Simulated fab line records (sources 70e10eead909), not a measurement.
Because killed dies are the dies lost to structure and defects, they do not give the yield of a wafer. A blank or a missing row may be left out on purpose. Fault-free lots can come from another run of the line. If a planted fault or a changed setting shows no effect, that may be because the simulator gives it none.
Which tool did it?	flow nand harc	11 lots with 33 wafers sampled at 7 steps, on a route of 1159 steps

## WHAT EACH GAUGE READ, for each wafer
NHARC_P_GATE_CD_MEAS_26 targets a cd of 120 nm.
lot	measured	on	cd nm (nm)
L561	day 4 11:19	cd sem-03	119.7 121.1 120.3
L562	day 4 21:40	cd sem-03	119.6 119.4 119.8
L563	day 5 04:11	cd sem-02	121.2 120.8 119.7
L565	day 5 14:58	cd sem-01	119.7 119.1 120.1
L568	day 6 15:32	cd sem-03	120.7 120.1 119.5
L569	day 6 14:56	cd sem-02	120.0 119.8 120.3
L571	day 7 06:33	cd sem-03	103.6 104.1 104.2
L573	day 7 20:08	cd sem-03	119.5 119.4 120.1
L580	day 9 09:24	cd sem-02	119.4 119.2 119.8
L581	day 9 16:13	cd sem-01	119.5 120.0 119.6
L584	day 10 07:17	cd sem-03	119.6 121.2 120.2

NHARC_P_GATE_CD_MEAS_33.
lot	measured	on	cd nm (nm)
L561	day 4 12:31	cd sem-01	125 121 117
L562	day 4 22:39	cd sem-02	118 117 117
L563	day 5 05:36	cd sem-02	127 119 118
L565	day 5 16:04	cd sem-01	124 116 122
L568	day 6 16:35	cd sem-03	124 123 124
L569	day 6 15:55	cd sem-01	123 122 122
L571	day 7 08:25	cd sem-02	111 111 109
L573	day 7 22:07	cd sem-03	121 130 125
L580	day 9 10:23	cd sem-01	118 122 120
L581	day 9 17:13	cd sem-03	116 122 124
L584	day 10 08:29	cd sem-02	126 120 125

NHARC_END_SORT_01.
lot	measured	on	killed at array	killed at other	killed at periphery	killed dies	killed open	killed short
L571	day 21 22:07	prober-02	33 39 26	1 0 0	4 6 8	38 45 34	6 5 4	3 1 2

## WHICH TOOL RAN EACH LOT (tool, then ch and the chambers of the sampled wafers, then the start)
lot	NHARC_P_STI_DESCUM_14	NHARC_P_STI_ETCH_15	NHARC_P_GATE_EXPOSE_23	NHARC_P_GATE_ALD_36
L561	rie diel-10 ch 0,2, day 2 08:04	rie si-03 ch 0,1,3, day 2 08:20	arfi scanner-01 ch 0, day 4 11:11	ald sin-01 ch 2,3, day 4 15:46
L562	rie diel-09 ch 0,1, day 2 18:19	rie si-05 ch 0,1,3, day 2 18:38	arfi scanner-02 ch 0, day 4 21:32	ald sin-02 ch 0,1,3, day 5 01:13
L563	rie diel-02 ch 0,1,3, day 2 23:52	rie si-01 ch 2,3, day 3 00:08	arfi scanner-02 ch 0, day 5 04:03	ald sin-04 ch 0,2, day 5 07:08
L565	rie diel-09 ch 0,1,3, day 3 11:50	rie si-03 ch 0,3, day 3 12:05	arfi scanner-02 ch 0, day 5 14:50	ald sin-02 ch 1,2,3, day 5 19:40
L568	rie diel-02 ch 1,2, day 4 09:37	rie si-01 ch 2,3, day 4 10:01	arfi scanner-01 ch 0, day 6 15:24	ald sin-04 ch 0,3, day 6 18:06
L569	rie diel-02 ch 0,1, day 4 09:50	rie si-05 ch 0,2,3, day 4 10:08	arfi scanner-01 ch 0, day 6 14:47	ald sin-02 ch 0,1,2, day 6 18:28
L571	rie diel-10 ch 2,3, day 5 01:32	rie si-01 ch 0,1,2, day 5 01:49	arfi scanner-01 ch 0, day 7 06:25	ald sin-04 ch 1,2,3, day 7 08:52
L573	rie diel-10 ch 1,2, day 5 11:11	rie si-03 ch 0,1,3, day 5 11:29	arfi scanner-03 ch 0, day 7 19:59	ald sin-01 ch 0,1,3, day 8 00:43
L580	rie diel-09 ch 1,2, day 7 05:14	rie si-01 ch 1,2,3, day 7 05:31	arfi scanner-01 ch 0, day 9 09:16	ald sin-02 ch 0,1,3, day 9 12:56
L581	rie diel-09 ch 1,2, day 7 11:06	rie si-01 ch 0,2, day 7 11:22	arfi scanner-03 ch 0, day 9 16:04	ald sin-04 ch 0,2,3, day 9 18:45
L584	rie diel-10 ch 0,2,3, day 8 02:44	rie si-05 ch 2,3, day 8 02:59	arfi scanner-03 ch 0, day 10 07:08	ald sin-04 ch 0,3, day 10 08:58
- NHARC_P_STI_DESCUM_14: chemistry O2, time 3 s.
- NHARC_P_STI_ETCH_15: etches the open film in HBr/Cl2, target depth 300 nm, time 100.1 s.
- NHARC_P_GATE_EXPOSE_23: exposes mask P GATE, target cd 120 nm.
- NHARC_P_GATE_ALD_36: deposits SiNx, target thk 20 nm, pulse time 60 s, ald cycles 223.

## AS READ BY THE TOOLS THEMSELVES (means over the sampled wafers that have a number; for cases with no such wafer, the mark the record gives instead)
NHARC_P_STI_DESCUM_14.
lot	tool	chamber pressure mTorr (mTorr)	drypump motor current A (A)	oes product au (a.u.)	rf vpp V (V)	showerhead plenum p Torr (Torr)	throttle valve pct (%)
L561	rie diel-10	59.98	5.1	1.004	57.8	1.83	11.321
L562	rie diel-09	59.96	5.6	1.007	56.6	1.85	11.307
L563	rie diel-02	60.06	5.8	0.994	57.4	1.96	11.311
L565	rie diel-09	59.97	5.7	1.007	57.8	1.92	11.322
L568	rie diel-02	60.06	5.2	1.004	57.6	1.86	11.306
L569	rie diel-02	60.02	5.3	0.979	58.0	1.90	11.307
L571	rie diel-10	60.01	5.1	1.013	58.5	1.92	11.312
L573	rie diel-10	59.96	5.5	1.003	58.2	1.92	11.306
L580	rie diel-09	60.02	6.0	0.994	56.8	1.92	11.312
L581	rie diel-09	60.03	6.0	1.005	57.7	1.92	11.314
L584	rie diel-10	59.97	5.2	1.008	57.0	1.91	11.311

NHARC_P_STI_ETCH_15.
lot	tool	chamber pressure mTorr (mTorr)	drypump motor current A (A)	oes product au (a.u.)	throttle valve pct (%)
L561	rie si-03	14.995	5.6	1.014	26.400
L562	rie si-05	15.005	5.5	1.003	26.398
L563	rie si-01	15.002	6.2	1.006	26.402
L565	rie si-03	15.003	5.5	1.004	26.414
L568	rie si-01	15.012	6.2	1.007	26.399
L569	rie si-05	15.010	5.7	0.989	26.412
L571	rie si-01	14.986	5.7	0.996	26.402
L573	rie si-03	15.009	5.6	1.000	26.414
L580	rie si-01	15.006	5.8	0.996	26.400
L581	rie si-01	15.010	6.1	0.988	26.405
L584	rie si-05	15.008	5.9	0.988	26.404

NHARC_P_GATE_ALD_36.
lot	tool	heater power w (W)	precursor pulse height rel
L561	ald sin-01	783	1.014
L562	ald sin-02	858	1.011
L563	ald sin-04	784	0.998
L565	ald sin-02	887	0.975
L568	ald sin-04	785	1.001
L569	ald sin-02	878	1.004
L571	ald sin-04	844	0.993
L573	ald sin-01	813	1.001
L580	ald sin-02	852	1.000
L581	ald sin-04	781	0.999
L584	ald sin-04	777	0.990

## THE ANSWER, worked out from the rows above alone
Rule: the usual values come from the lots themselves. The widest of any qualifying gaps counts: lots, ordered by their means at a reading, are off when they make up no more than a third of the lots, leave a main group of 4 or more, and stand apart from it by 3 or more times the standard deviation of that group's means. Not used: any main group whose means are identical at the precision the tables above print for the reading. A lot without any number at a reading at which 4 lots or more have one is off too. Any other lot the step has rows for is counted as sound. Order of review: gauges by route order, followed by the tools' own readings, for which a lot's mean as printed above is used. At the first step where some lot is off, the reading lying furthest off is the one used; lots without a number count as furthest.
Off at NHARC_P_GATE_CD_MEAS_26 (cd nm): L571. Main group: mean 119.9 nm, sd 0.36.
If a tool, at a process step before that reading, ran all the lots that are off and no sound lot after the first of them, it fits. Not tried: the gauges at NHARC_P_GATE_CD_MEAS_26; whatever is off there is also off at NHARC_P_GATE_CD_MEAS_33, on other tools, and gauge error can't account for it. No candidate that was tried fits.

## WHAT WAS PUT IN BY THE SIMULATOR
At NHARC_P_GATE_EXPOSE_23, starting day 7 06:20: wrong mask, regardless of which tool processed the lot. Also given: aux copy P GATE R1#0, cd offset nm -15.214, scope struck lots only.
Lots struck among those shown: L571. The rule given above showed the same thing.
